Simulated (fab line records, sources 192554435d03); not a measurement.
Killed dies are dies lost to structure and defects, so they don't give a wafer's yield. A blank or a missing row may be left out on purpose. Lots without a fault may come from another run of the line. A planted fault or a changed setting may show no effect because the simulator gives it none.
Chamber matching | flow n5_finfet | N5_FIN_SAQP_PECVD_06 on pecvd-01: 3 sister chambers
The step deposits a-Si from SiH4/He, target thk 60 nm, time 48.1 s. 6 wafers are shown with their chamber, then 9 later ones without.

WAFERS WITH THEIR CHAMBER
wafer  | chamber | heater_power_w (W) | showerhead_vpp_V (V)
L083.5 | 1       | 1166               | 643
L086.2 | 0       | 835                | 610
L086.4 | 0       | 838                | 613
L093.1 | 2       | 1020               | 675
L093.3 | 1       | 1176               | 649
L093.5 | 2       | 1034               | 672

WAFERS WITHOUT THEIR CHAMBER
wafer  | heater_power_w (W) | showerhead_vpp_V (V)
L094.1 | 785                | 606
L094.2 | 977                | 671
L094.5 | 790                | 606
L096.3 | 919                | 660
L096.5 | 936                | 663
L096.6 | 889                | 607
L097.1 | 1070               | 673
L097.3 | 907                | 613
L097.5 | 1086               | 668

WHICH CHAMBER EACH WENT THROUGH
wafer  | from the rows above | in truth
L094.1 | 0                   | 0
L094.2 | 2                   | 2
L094.5 | 0                   | 0
L096.3 | 2                   | 2
L096.5 | 2                   | 2
L096.6 | 0                   | 0
L097.1 | 2                   | 2
L097.3 | 0                   | 0
L097.5 | 2                   | 2
Placed correctly: 9 of 9. Can't be placed from these rows: 0. Placed wrongly: 0.
How it was worked out, from the rows above alone: a wafer's distance from a chamber is the root of the sum, over the readings, of the square of ((its reading less the chamber's mean) divided by the reading's scatter). The wafer belongs to the nearest chamber; if the next one is less than 2 further off, it can't be placed. A chamber's mean is the mean of its shown wafers. The scatter: the root of (the sum of the squares of (reading less its chamber's mean) over the shown wafers, divided by (wafers less chambers)).
